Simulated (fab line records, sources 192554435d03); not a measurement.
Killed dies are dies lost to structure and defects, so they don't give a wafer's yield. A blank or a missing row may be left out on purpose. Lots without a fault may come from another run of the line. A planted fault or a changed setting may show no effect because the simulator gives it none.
Which tool did it? | flow n5_finfet | 10 lots, 30 wafers sampled, at 4 steps of a route of 1938

WHAT THE GAUGES READ, wafer by wafer
The record holds no reading of a measuring or inspecting step that can be judged against a usual standard deviation.

WHICH TOOL RAN EACH LOT (tool, then ch and the chambers of the sampled wafers, then the start)
lot  | N5_BEOL_M6_ETCH_61                 | N5_BEOL_M6_HM_OPEN_17             | N5_BEOL_M6_COAT_22                | N5_BEOL_M6_ETCH_65
L346 | rie_diel-03 ch 0,1,3, day 9 06:48  | rie_metal-02 ch 0,1, day 9 07:04  | litho_track-02 ch 0, day 9 08:08  | rie_diel-02 ch 0,3, day 9 09:11
L349 | rie_diel-01 ch 0,1,3, day 10 09:12 | rie_metal-03 ch 0,1, day 10 09:27 | litho_track-04 ch 0, day 10 10:20 | rie_diel-03 ch 0,1,2, day 10 11:25
L350 | rie_diel-01 ch 0,3, day 10 12:23   | rie_metal-02 ch 0,1, day 10 12:38 | litho_track-04 ch 0, day 10 14:33 | rie_diel-03 ch 0,2, day 10 14:59
L352 | rie_diel-02 ch 0,3, day 10 19:54   | rie_metal-02 ch 0,1, day 10 20:08 | litho_track-02 ch 0, day 10 20:24 | rie_diel-01 ch 0,3, day 10 21:21
L351 | rie_diel-03 ch 0,1,2, day 11 14:53 | rie_metal-01 ch 0,1, day 11 15:08 | litho_track-02 ch 0, day 11 16:55 | rie_diel-02 ch 2,3, day 11 17:21
L356 | rie_diel-01 ch 0,1, day 12 08:02   | rie_metal-01 ch 0,1, day 12 08:18 | litho_track-02 ch 0, day 12 10:15 | rie_diel-01 ch 0,1, day 12 10:53
L364 | rie_diel-02 ch 0,2,3, day 14 11:02 | rie_metal-03 ch 0,1, day 14 11:17 | litho_track-04 ch 0, day 14 13:08 | rie_diel-03 ch 0,1,3, day 14 13:58
L365 | rie_diel-02 ch 0,1, day 14 14:54   | rie_metal-01 ch 0,1, day 14 15:09 | litho_track-02 ch 0, day 14 17:19 | rie_diel-01 ch 0,2, day 14 17:45
L366 | rie_diel-01 ch 0,1,2, day 15 09:25 | rie_metal-01 ch 0,1, day 15 09:39 | litho_track-02 ch 0, day 15 11:23 | rie_diel-02 ch 0,1,3, day 15 11:58
L368 | rie_diel-02 ch 0,2,3, day 15 17:32 | rie_metal-01 ch 0,1, day 15 17:48 | litho_track-03 ch 0, day 15 18:01 | rie_diel-03 ch 1,3, day 15 18:38
- N5_BEOL_M6_ETCH_61: etches SiARC in CF4, target depth 45.5 nm, time 75.8 s.
- N5_BEOL_M6_HM_OPEN_17: chemistry Cl2/BCl3, target TiN, target depth 20 nm, overetch 6 nm.
- N5_BEOL_M6_COAT_22: resist thk 30 nm.
- N5_BEOL_M6_ETCH_65: etches SiARC in CF4, target depth 15.6 nm, time 26 s.

WHAT THE TOOLS THEMSELVES READ (means of the sampled wafers that have a number; where no wafer has one, the mark that the record gives instead)
N5_BEOL_M6_ETCH_61. Usual: drypump_motor_current_A 5.9 A, standard deviation 0.45; etch_rf_on_time_s 75.5 s, standard deviation 0.97; oes_product_au 0.73 a.u., standard deviation 0.059; rf_vpp_V 184.5 V, standard deviation 1.2; showerhead_plenum_p_Torr 2.18 Torr, standard deviation 0.056; throttle_valve_pct 15.46 %, standard deviation 0.17.
lot  | tool        | drypump_motor_current_A (A) | etch_rf_on_time_s (s) | oes_product_au (a.u.) | rf_vpp_V (V) | showerhead_plenum_p_Torr (Torr) | throttle_valve_pct (%) | flag
L346 | rie_diel-03 | 5.6                         | 76.4                  | 0.74                  | 185.8        | 2.22                            | 15.50                  |
L349 | rie_diel-01 | 5.8                         | 75.4                  | 0.73                  | 183.6        | 2.20                            | 15.34                  |
L350 | rie_diel-01 | 5.8                         | 76.0                  | 0.69                  | 184.0        | 2.15                            | 15.49                  |
L352 | rie_diel-02 | 5.8                         | 75.4                  | 0.71                  | 184.5        | 2.16                            | 15.73                  |
L351 | rie_diel-03 | 6.0                         | 74.8                  | 0.74                  | 185.9        | 2.24                            | 15.44                  |
L356 | rie_diel-01 | 5.6                         | 73.9                  | 0.75                  | 185.7        | 2.21                            | 15.30                  |
L364 | rie_diel-02 | 6.1                         | 75.1                  | 0.75                  | 183.3        | 2.17                            | 15.56                  |
L365 | rie_diel-02 | 5.6                         | 75.7                  | 0.73                  | 183.9        | 2.15                            | 15.60                  |
L366 | rie_diel-01 | 5.5                         | 74.9                  | 0.72                  | 184.9        | 2.20                            | 15.38                  |
L368 | rie_diel-02 | 6.1                         | 74.9                  | 0.73                  | 184.6        | 2.17                            | 15.57                  |

N5_BEOL_M6_HM_OPEN_17. Usual: bcl3_flow_sccm 21.76 sccm, standard deviation 0.068; drypump_motor_current_A 5.7 A, standard deviation 0.52; oes_product_au 0.66 a.u., standard deviation 0.068; throttle_valve_pct 22.17 %, standard deviation 0.1.
lot  | tool         | bcl3_flow_sccm (sccm) | drypump_motor_current_A (A) | oes_product_au (a.u.) | throttle_valve_pct (%) | flag
L346 | rie_metal-02 | 21.84                 | 5.5                         | 0.73                  | 22.04                  |
L349 | rie_metal-03 | 21.69                 | 5.3                         | 0.64                  | 22.11                  |
L350 | rie_metal-02 | 21.74                 | 5.5                         | 0.72                  | 22.04                  |
L352 | rie_metal-02 | 21.65                 | 5.5                         | 0.73                  | 22.02                  |
L351 | rie_metal-01 | 21.76                 | 6.1                         | 0.65                  | 22.23                  |
L356 | rie_metal-01 | 21.80                 | 5.8                         | 0.69                  | 22.17                  |
L364 | rie_metal-03 | 21.72                 | 5.3                         | 0.62                  | 22.15                  |
L365 | rie_metal-01 | 21.74                 | 6.1                         | 0.64                  | 22.26                  |
L366 | rie_metal-01 | 21.83                 | 6.1                         | 0.64                  | 22.23                  |
L368 | rie_metal-01 | 21.74                 | 6.1                         | 0.63                  | 22.24                  |

N5_BEOL_M6_COAT_22. Usual: spin_speed_rpm 1499.8 rpm, standard deviation 0.96.
lot  | tool           | spin_speed_rpm (rpm) | flag
L346 | litho_track-02 | 1499.9               |
L349 | litho_track-04 | 1499.8               |
L350 | litho_track-04 | 1498.1               |
L352 | litho_track-02 | 1500.2               |
L351 | litho_track-02 | 1525.4               | OFF
L356 | litho_track-02 | 1527.4               | OFF
L364 | litho_track-04 | 1500.4               |
L365 | litho_track-02 | 1499.8               |
L366 | litho_track-02 | 1499.7               |
L368 | litho_track-03 | 1498.9               |

N5_BEOL_M6_ETCH_65. Usual: drypump_motor_current_A 5.8 A, standard deviation 0.46; etch_rf_on_time_s 25.8 s, standard deviation 0.35; oes_product_au 0.73 a.u., standard deviation 0.057; rf_vpp_V 184.6 V, standard deviation 1; showerhead_plenum_p_Torr 2.19 Torr, standard deviation 0.054; throttle_valve_pct 15.47 %, standard deviation 0.18.
lot  | tool        | drypump_motor_current_A (A) | etch_rf_on_time_s (s) | oes_product_au (a.u.) | rf_vpp_V (V) | showerhead_plenum_p_Torr (Torr) | throttle_valve_pct (%) | flag
L346 | rie_diel-02 | 5.8                         | 25.6                  | 0.72                  | 184.5        | 2.17                            | 15.74                  |
L349 | rie_diel-03 | 6.0                         | 26.1                  | 0.76                  | 184.7        | 2.24                            | 15.43                  |
L350 | rie_diel-03 | 6.0                         | 26.0                  | 0.75                  | 184.0        | 2.21                            | 15.46                  |
L352 | rie_diel-01 | 5.7                         | 25.6                  | 0.74                  | 184.7        | 2.17                            | 15.40                  |
L351 | rie_diel-02 | 6.6                         | 26.0                  | 0.63                  | 183.4        | 2.15                            | 15.76                  |
L356 | rie_diel-01 | 5.7                         | 25.8                  | 0.74                  | 184.8        | 2.23                            | 15.24                  |
L364 | rie_diel-03 | 5.6                         | 25.9                  | 0.73                  | 185.0        | 2.20                            | 15.42                  |
L365 | rie_diel-01 | 5.3                         | 26.0                  | 0.73                  | 184.2        | 2.18                            | 15.44                  |
L366 | rie_diel-02 | 6.1                         | 25.8                  | 0.76                  | 183.4        | 2.12                            | 15.54                  |
L368 | rie_diel-03 | 5.7                         | 25.6                  | 0.73                  | 184.4        | 2.23                            | 15.43                  |

THE ANSWER, worked out from the rows above alone
Rule: a lot is off if the mean of its wafers that have a number lies more than 3 standard deviations from the usual mean. A lot without any number at a reading at which 4 lots or more have one is off too. The other lots that the step has rows for count as sound. The gauges are gone through in route order, then the tools' own readings, and for those a lot's mean is taken as printed above. The first step at which some lot is off is used, and at that step the reading that is off furthest; a lot without a number counts as furthest.
Off: L351, L356, at N5_BEOL_M6_COAT_22 (spin_speed_rpm).
A tool fits if, at that step or a process step before it, it ran every lot that is off, and no sound lot after the first of them. None of those tried fits.

WHAT THE SIMULATOR HAD PUT IN
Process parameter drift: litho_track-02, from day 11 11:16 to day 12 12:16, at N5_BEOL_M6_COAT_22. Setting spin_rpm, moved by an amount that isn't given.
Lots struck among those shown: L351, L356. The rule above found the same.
